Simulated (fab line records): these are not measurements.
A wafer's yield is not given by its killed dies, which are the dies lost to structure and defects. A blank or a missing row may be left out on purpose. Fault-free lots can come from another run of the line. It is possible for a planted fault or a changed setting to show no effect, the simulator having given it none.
fab line records -- flow n5Finfet
record: lots: 6, wafers: 17, lastDay: 18
route steps=1938 shown BEOL_M4@1025 PASSIVATION@1936
lots with no fault: from the same line, run without faults
startH: hours from the record's opening day to when the first of the lot's shown wafers began -- waitH: hours since the lot's step before -- " same as the row above -- L1.1+2: one row covering several wafers at once -- - no value, or no start given -- * or withheld: withheld -- < > ~ a bound
route shown NAME@n: names a module that has steps shown in the file, with the first one's number in the route -- usual: mean and standard deviation over wafers with no fault -- same: alike in all rows -- chamber/n: place in a boat -- sites: readings site by site -- _std_site: standard deviation across them -- _edge_site: inner sites' mean taken away from outer sites' mean -- radiusMm: for every site, how far away it sits from the centre of the wafer -- mask NAME#n: copy n -- behind: the last tool/chamber to shape the wafer -- hold: reason for holding the lot/hours on hold/outcome of the hold -- device: whichever transistor did not switch (one of n, p or np) -- end of line: tests of these same wafers at the route's end -- a step given without rows: its recipe and nothing more -- killed: the dies lost at the first sort to structure and to defects; this is not the yield of the wafer -- map: per-die view of a wafer (x killed, . not killed, _ where there is no die)
set.NAME: the setting as run; set.NAME@STEP: as run at that earlier step -- model.NAME: the simulator's own value behind a step, which no gauge read
lots at selected steps of the route; one table per step, one row per wafer
services: when a tool's chamber went out of use (startH, in hours from the record's first day, below 0 if earlier), for how many hours, and the reason
== steps ==
step: N5_BEOL_M4_COAT_61
recipe: resist: SOC, tempC: 250, timeS: 60, spinRpm: 1500, resistThkNm: 60
step: N5_BEOL_M4_COAT_62
recipe: resist: SiARC, tempC: 220, timeS: 60, spinRpm: 1500, resistThkNm: 12
step: N5_BEOL_M4_COAT_73
recipe: resist: underlayer, tempC: 205, timeS: 60, spinRpm: 1500, resistThkNm: 5
step: N5_BEOL_M4_COAT_05
recipe: resist: CAR-EUV, spinRpm: 1500, resistThkNm: 30
step: N5_BEOL_M4_EBR_07
recipe: solvent: PGMEA, ebrWidthMm: 1.5
step: N5_BEOL_M4_SOFTBAKE_06
recipe: tempC: 110, timeS: 60, resist: CAR-EUV
step: N5_BEOL_M4_EXPOSE_08
recipe: maskId: M4, na: 0.33, sourceShape: dipole, sigmaInner: 0.369, sigmaOuter: 0.767, polarization: unpolarized, doseMj: 41.25
step: N5_BEOL_M4_PEB_09
recipe: pebTempC: 100, pebTimeS: 60, resist: CAR-EUV
step: N5_BEOL_M4_DEVELOP_10
recipe: developTimeS: 30, developer: TMAH, resist: CAR-EUV, rinseLiquid: surfactantRinse, dry: airSpin, devTempC: 23
step: N5_BEOL_M4_CD_MEAS_11
recipe: targetCdNm: 16.79, landingEnergyEv: 500, detector: seInlens, polarity: opening
usual: cdNm: 16.81/0.22
lot.wafer,tool,chamber,startH,waitH,cdNm
L336.2,cdSem-02,0,203.21,-,16.74
L336.4,cdSem-02,0,203.21,-,16.66
L336.5,cdSem-02,0,203.21,-,16.45
L337.1,cdSem-02,0,208.31,-,16.84
L337.4,cdSem-02,0,208.31,-,16.96
L337.6,cdSem-02,0,208.31,-,17.03
L343.2,cdSem-03,0,271.99,-,16.51
L343.4,cdSem-03,0,271.99,-,17.07
L343.5,cdSem-03,0,271.99,-,16.63
L349.5,cdSem-02,0,295.82,-,17.15
L349.6,cdSem-02,0,295.82,-,16.67
L350.3,cdSem-03,0,307.17,-,16.74
L350.4,cdSem-03,0,307.17,-,16.92
L350.6,cdSem-03,0,307.17,-,17.10
L353.1,cdSem-03,0,313.50,-,16.65
L353.3,cdSem-03,0,313.50,-,16.92
L353.6,cdSem-03,0,313.50,-,16.94
step: N5_BEOL_M4_OVL_MEAS_12
recipe: pointsPerWafer: 522
usual: M4_OVL: 0.0/0.59
lot.wafer,tool,chamber,startH,waitH,M4_OVL[nm]
L336.2,overlay-02,0,203.24,0.0,0.5
L336.4,overlay-02,0,203.24,0.0,1.0
L336.5,overlay-02,0,203.24,0.0,0.8
L337.1,overlay-02,0,208.34,0.0,1.3
L337.4,overlay-02,0,208.34,0.0,0.9
L337.6,overlay-02,0,208.34,0.0,0.4
L343.2,overlay-02,0,272.03,0.0,0.2
L343.4,overlay-02,0,272.03,0.0,0.1
L343.5,overlay-02,0,272.03,0.0,-0.6
L349.5,overlay-02,0,295.86,0.0,-0.5
L349.6,overlay-02,0,295.86,0.0,-1.0
L350.3,overlay-02,0,307.21,0.0,-1.0
L350.4,overlay-02,0,307.21,0.0,-0.3
L350.6,overlay-02,0,307.21,0.0,0.2
L353.1,overlay-01,0,313.53,0.0,-1.0
L353.3,overlay-01,0,313.53,0.0,-1.0
L353.6,overlay-01,0,313.53,0.0,-0.1
step: N5_BEOL_M4_INSPECT_13
recipe: mode: adi, inspectInstrument: brightfield
usual: rawDefectCount: 428/92
lot.wafer,tool,chamber,startH,waitH,rawDefectCount
L336.2,defectInspect-01,-,203.29,0.0,383
L336.4,defectInspect-01,-,203.29,0.0,360
L336.5,defectInspect-01,-,203.29,0.0,424
L337.1,defectInspect-02,-,208.40,0.1,541
L337.4,defectInspect-02,-,208.40,0.1,443
L337.6,defectInspect-02,-,208.40,0.1,449
L343.2,defectInspect-02,-,272.08,0.0,553
L343.4,defectInspect-02,-,272.08,0.0,478
L343.5,defectInspect-02,-,272.08,0.0,446
L349.5,defectInspect-01,-,295.90,0.0,313
L349.6,defectInspect-01,-,295.90,0.0,439
L350.3,defectInspect-02,-,307.25,0.0,491
L350.4,defectInspect-02,-,307.25,0.0,510
L350.6,defectInspect-02,-,307.25,0.0,468
L353.1,defectInspect-01,-,313.59,0.1,426
L353.3,defectInspect-01,-,313.59,0.1,459
L353.6,defectInspect-01,-,313.59,0.1,368
step: N5_BEOL_M4_DESCUM_16
recipe: chemistry: O2, timeS: 7, sourcePowerW: 50, biasPowerW: 20, pressureMtorr: 20, rfFrequencyHz: 2.712e+07, tempC: 40, resist: CAR-EUV, o2FlowSccm: 225
usual: drypumpMotorCurrentA: 5.5/0.47, oesProductAu: 0.78/0.067, rfVppV: 243.5/1.2, showerheadPlenumPTorr: 2.13/0.065, throttleValvePct: 20.59/0.21
lot.wafer,tool,chamber,startH,waitH,drypumpMotorCurrentA,oesProductAu,rfHoursCounterH,rfVppV,showerheadPlenumPTorr,throttleValvePct,model.CAR-EUV_of_BEOL_M4_COAT_05.thkNm
L336.2,rieDiel-03,1,203.33,0.0,5.2,0.80,123,243.3,2.12,20.52,26.2
L336.4,rieDiel-03,3,203.33,0.0,6.3,0.68,245,241.1,1.99,20.82,26
L336.5,rieDiel-03,2,203.33,0.0,5.3,0.76,-,244.0,2.12,20.91,26.2
L337.1,rieDiel-03,3,208.43,0.0,6.3,0.67,247,241.7,1.99,20.83,26
L337.4,rieDiel-03,1,208.43,0.0,5.2,0.79,125,242.4,2.11,20.53,26
L337.6,rieDiel-03,1,208.43,0.0,5.3,0.79,-,242.6,2.11,20.52,26.2
L343.2,rieDiel-01,0,272.54,0.5,6.3,0.79,124,243.3,2.09,20.20,26
L343.4,rieDiel-01,2,272.54,0.5,5.0,0.71,208,243.6,2.18,20.82,25.8
L343.5,rieDiel-01,1,272.54,0.5,5.2,0.84,-,242.6,2.13,20.54,25.8
L349.5,rieDiel-01,3,295.95,0.0,5.3,0.70,-,244.6,2.14,20.37,25.6
L349.6,rieDiel-01,0,295.95,0.0,6.3,0.78,-,242.0,2.09,20.22,26
L350.3,rieDiel-01,2,307.30,0.0,5.0,0.69,222,243.0,2.17,20.85,25.8
L350.4,rieDiel-01,1,307.30,0.0,5.3,0.82,89,242.4,2.13,20.56,26.2
L350.6,rieDiel-01,3,307.30,0.0,5.3,0.68,-,242.7,2.14,20.39,26.2
L353.1,rieDiel-03,3,313.77,0.2,6.3,0.93,30,243.6,2.25,20.52,26
L353.3,rieDiel-03,2,313.77,0.2,5.3,0.72,169,243.3,2.10,20.98,26.2
L353.6,rieDiel-03,3,313.77,0.2,6.3,0.93,-,246.1,2.24,20.52,26
step: N5_BEOL_M4_ETCH_74
recipe: chemistry: N2/H2, target: underlayer, targetDepthA: 65, maskMaterial: CAR-EUV, timeS: 5.2, ionEnergyEv: 200, pressureMtorr: 30, sourceW: 840, biasW: 150, n2FlowSccm: 200, h2FlowSccm: 200, ends: cleared
usual: drypumpMotorCurrentA: 5.5/0.47, etchRfOnTimeS: 5.19/0.15, oesProductAu: 0.67/0.057, rfVppV: 525.0/2.4, showerheadPlenumPTorr: 2.58/0.083, throttleValvePct: 17.99/0.1
lot.wafer,tool,chamber,startH,waitH,drypumpMotorCurrentA,etchRfOnTimeS,oesProductAu,rfHoursCounterH,rfVppV,showerheadPlenumPTorr,throttleValvePct
L336.2,rieDiel-03,1,203.36,0.0,5.2,5.26,0.67,123,525.2,2.57,17.99
L336.4,rieDiel-03,3,203.36,0.0,6.4,5.18,0.58,245,518.8,2.41,18.19
L336.5,rieDiel-03,2,203.36,0.0,5.3,5.25,0.65,-,524.8,2.54,18.06
L337.1,rieDiel-03,3,208.47,0.0,6.4,5.17,0.59,247,521.3,2.41,18.22
L337.4,rieDiel-03,1,208.47,0.0,5.2,5.29,0.67,125,524.8,2.57,17.98
L337.6,rieDiel-03,1,208.47,0.0,5.2,5.32,0.67,-,524.5,2.57,18.01
L343.2,rieDiel-01,0,272.58,0.0,6.4,5.37,0.66,124,522.8,2.57,17.85
L343.4,rieDiel-01,2,272.58,0.0,4.9,5.16,0.60,208,528.1,2.60,18.02
L343.5,rieDiel-01,1,272.58,0.0,5.2,5.16,0.71,-,523.7,2.58,17.85
L349.5,rieDiel-01,3,295.98,0.0,5.3,5.13,0.59,-,528.3,2.61,17.95
L349.6,rieDiel-01,0,295.98,0.0,6.4,5.31,0.65,-,522.1,2.57,17.87
L350.3,rieDiel-01,2,307.33,0.0,5.0,5.21,0.60,222,525.8,2.60,18.04
L350.4,rieDiel-01,1,307.33,0.0,5.2,5.18,0.68,89,524.0,2.57,17.81
L350.6,rieDiel-01,3,307.33,0.0,5.4,5.15,0.58,-,526.3,2.61,17.94
L353.1,rieDiel-03,3,313.80,0.0,6.3,5.02,0.80,30,528.3,2.72,17.84
L353.3,rieDiel-03,2,313.80,0.0,5.3,5.30,0.62,169,524.1,2.52,18.13
L353.6,rieDiel-03,3,313.80,0.0,6.4,5.03,0.80,-,529.4,2.72,17.86
step: N5_BEOL_M4_RC_MEAS_101
usual: DIBL_N: 37.1/1.8, DIBL_P: 37.2/2.1, IOFF_N: 0.17/0.033, IOFF_P: 0.22/0.037, ION_N: 680/11, ION_P: 464/7.7, SS_N: 71.7/0.63, SS_P: 73.6/0.67, VT_N: 248.9/2.9, VT_P: -251/3.6
lot.wafer,tool,chamber,startH,waitH,DIBL_N[mV/V],DIBL_P[mV/V],IOFF_N[nA/um],IOFF_P[nA/um],ION_N[uA/um],ION_P[uA/um],SS_N[mV/dec],SS_P[mV/dec],VT_N[mV],VT_P[mV]
L336.2,prober-02,0,211.42,0.2,38.2,37.1,0.18,0.19,684,457,72.2,73.9,249.7,-256
L336.4,prober-02,0,211.42,0.2,39.2,40.0,0.21,0.24,687,463,71.6,74.4,246.9,-249
L336.5,prober-02,0,211.42,0.2,36.3,35.4,0.14,0.17,666,456,71.2,73.2,254.0,-253
L337.1,prober-01,0,216.01,0.0,35.3,34.7,0.16,0.22,682,468,71.4,73.0,250.5,-249
L337.4,prober-01,0,216.01,0.0,39.0,38.8,0.22,0.30,685,474,72.1,73.9,245.0,-244
L337.6,prober-01,0,216.01,0.0,38.1,38.2,0.21,0.30,687,480,72.9,73.6,245.6,-244
L343.2,prober-02,0,283.78,0.2,38.0,37.7,0.16,0.22,670,459,71.0,74.2,251.2,-252
L343.4,prober-02,0,283.78,0.2,32.7,31.5,0.09,0.14,676,462,69.8,71.9,257.7,-256
L343.5,prober-02,0,283.78,0.2,36.9,36.3,0.15,0.20,698,474,71.0,72.8,252.1,-252
L349.5,prober-02,0,307.72,0.6,37.0,36.0,0.16,0.21,679,468,71.4,73.4,249.9,-253
L349.6,prober-02,0,307.72,0.6,36.0,35.4,0.16,0.20,703,482,71.0,73.1,246.4,-251
L350.3,prober-02,0,314.13,0.3,39.4,38.1,0.22,0.26,678,463,74.0,73.9,247.7,-247
L350.4,prober-02,0,314.13,0.3,38.0,37.7,0.18,0.25,673,465,71.8,73.8,247.5,-249
L350.6,prober-02,0,314.13,0.3,36.4,34.0,0.15,0.19,665,461,72.2,73.7,253.1,-253
L353.1,prober-02,0,325.62,0.0,34.8,33.9,0.14,0.20,671,460,71.2,72.7,249.8,-247
L353.3,prober-02,0,325.62,0.0,37.9,36.6,0.20,0.23,695,469,72.3,73.9,245.1,-246
L353.6,prober-02,0,325.62,0.0,36.0,35.7,0.17,0.22,675,466,71.3,72.6,247.3,-246
step: N5_PASSIVATION_PROBE_49
usual: defectLimitedYield: 91.7/1.5, killed_at_M0_to_M3: 32/10, killed_at_M4_up: 14/5.3, killedAtContacts: 13/5.7, killedAtFrontEnd: 37/10, killedAtOther: 3.3/2.5, killedDies: 98/18, killedOpen: 65/13, killedShort: 31/7.5, sort_bin_5_function: 4.9/0.91, sort_bin_6_memory: 3.1/0.71, sort_bin_8_speed: 0.00/0.017, sortNPass: 1082/18, sortYieldPct: 91.7/1.5
same: grossDies: 1180, killedAtBackSide: 0, sort_bin_4_leakage[%]: 0
lot.wafer,tool,chamber,startH,waitH,defectLimitedYield[%],killed_at_M0_to_M3,killed_at_M4_up,killedAtContacts,killedAtFrontEnd,killedAtOther,killedDies,killedOpen,killedShort,sort_bin_5_function[%],sort_bin_6_memory[%],sort_bin_8_speed[%],sortNPass,sortYieldPct[%]
L343.2,prober-02,-,377.32,0.1,93.3,27,7,10,35,0,79,50,24,4.1,2.2,0,1101,93.3
L343.4,prober-02,-,377.42,0.2,90.8,35,8,7,58,1,109,78,31,5.1,3.7,0,1071,90.8
L343.5,prober-02,-,377.47,0.2,90.8,32,10,12,48,6,108,72,36,5.3,3.5,0,1072,90.8
L349.5,prober-01,-,416.38,0.2,90.7,37,15,15,43,0,110,76,33,5.7,3.5,0,1070,90.7
L349.6,prober-01,-,416.43,0.3,90.8,26,16,7,46,13,108,68,35,5.7,3.1,0,1072,90.8
L350.3,prober-02,-,428.87,0.2,93.9,28,10,8,24,2,72,52,20,3.7,2.2,0,1108,93.9
L350.4,prober-02,-,428.92,0.3,93.0,37,8,4,31,3,83,53,27,3.9,2.9,0,1097,93.0
L350.6,prober-02,-,429.02,0.4,92.8,30,11,7,35,2,85,62,23,4.2,3.0,0,1095,92.8
killed by level:class
L343.2 BEOL_M2:geometricParticle:open=9 MOL_CONTACT_COAG:geometricParticle:open=8 FIN_SAQP:geometricParticle:short=6 FIN_SAQP:geometricParticle:open=5 DUMMY_GATE:geometricParticle:open=5 DUMMY_GATE:geometricParticle:short=5 ILD0:geometricParticle:open=3 BEOL_M0_SAQP:geometricParticle:open=3
L343.4 FIN_SAQP:geometricParticle:open=18 STI_FIN_REVEAL:geometricParticle:open=12 FIN_SAQP:geometricParticle:short=9 BEOL_M0_SAQP:geometricParticle:open=9 MOL_CONTACT_COAG:geometricParticle:open=7 BEOL_M3:geometricParticle:open=6 STI_FIN_REVEAL:geometricParticle:short=6 BEOL_M2:geometricParticle:open=6
L343.5 FIN_SAQP:geometricParticle:short=17 FIN_SAQP:geometricParticle:open=12 MOL_CONTACT_COAG:geometricParticle:open=12 BEOL_M2:geometricParticle:open=7 BEOL_M3:geometricParticle:open=7 BEOL_M0_SAQP:geometricParticle:short=6 BEOL_M4:geometricParticle:open=5 DUMMY_GATE:geometricParticle:open=4
L349.5 STI_FIN_REVEAL:geometricParticle:open=14 MOL_CONTACT_COAG:geometricParticle:open=11 BEOL_M1:geometricParticle:open=11 BEOL_M0_SAQP:geometricParticle:short=8 FIN_SAQP:geometricParticle:open=7 BEOL_M2:geometricParticle:open=5 FIN_SAQP:geometricParticle:short=4 DUMMY_GATE:geometricParticle:open=4
L349.6 STI_FIN_REVEAL:geometricParticle:open=11 GATE_CUT:geometricParticle:short=8 MOL_CONTACT_COAG:geometricParticle:open=7 BEOL_M1:geometricParticle:open=6 BEOL_M0_SAQP:geometricParticle:short=6 BEOL_M5:geometricParticle:open=6 BEOL_M0_SAQP:geometricParticle:open=5 BEOL_M3:geometricParticle:open=5
L350.3 BEOL_M2:geometricParticle:open=15 MOL_CONTACT_COAG:geometricParticle:open=6 STI_FIN_REVEAL:geometricParticle:open=4 BEOL_M0_SAQP:geometricParticle:short=4 BEOL_M0:geometricParticle:open=4 STARTING-WAFER:geometricParticle:open=4 STARTING-WAFER:geometricParticle:short=4 BEOL_M8:geometricParticle:open=3
L350.4 BEOL_M0_SAQP:geometricParticle:open=9 BEOL_M1:geometricParticle:open=7 DUMMY_GATE:geometricParticle:open=6 GATE_CUT:geometricParticle:short=6 BEOL_M0_SAQP:geometricParticle:short=6 BEOL_M2:geometricParticle:open=5 MOL_CONTACT_COAG:geometricParticle:open=4 BEOL_M3:geometricParticle:open=4
L350.6 BEOL_M2:geometricParticle:open=10 DUMMY_GATE:geometricParticle:open=9 FIN_SAQP:geometricParticle:open=6 BEOL_M0_SAQP:geometricParticle:short=6 GATE_CUT:geometricParticle:short=5 BEOL_M0:geometricParticle:open=5 BEOL_M4:geometricParticle:open=5 GATE_CUT:geometricParticle:open=4
== services ==
tool,chamber,startH,hours,kind
rieDiel-03,3,216.77,-,clean
rieDiel-03,3,216.77,-,consumableReplace:focusRing
rieDiel-03,3,216.77,-,consumableReplace:showerhead
rieDiel-03,3,216.77,18.6,scheduledDown
rieDiel-03,3,216.77,18.6,ventCycle
rieDiel-01,0,228.17,6.0,repair
rieDiel-01,-,238.12,15.6,pm
rieDiel-01,1,263.76,3.0,repair
== key ==
firstSign none at tools or gauges
modelEffect: step: N5_BEOL_M4_DESCUM_16, value: CAR-EUV_of_BEOL_M4_COAT_05.thkNm, without: 26.1, struck: 25.7
metAt N5_BEOL_M4_DESCUM_16
struckWafers L349.5,L350.3
onsetBetween 272.54 295.95
fault: kind: processParameterDrift, tool: rieDiel-01, chamber: -, onsetH: 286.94, steps: N5_BEOL_M4_DESCUM_16, channel: timeS, offset: *, shape: step, endH: 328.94, scope: struckWafersOnly, actsIn: *, stated: *
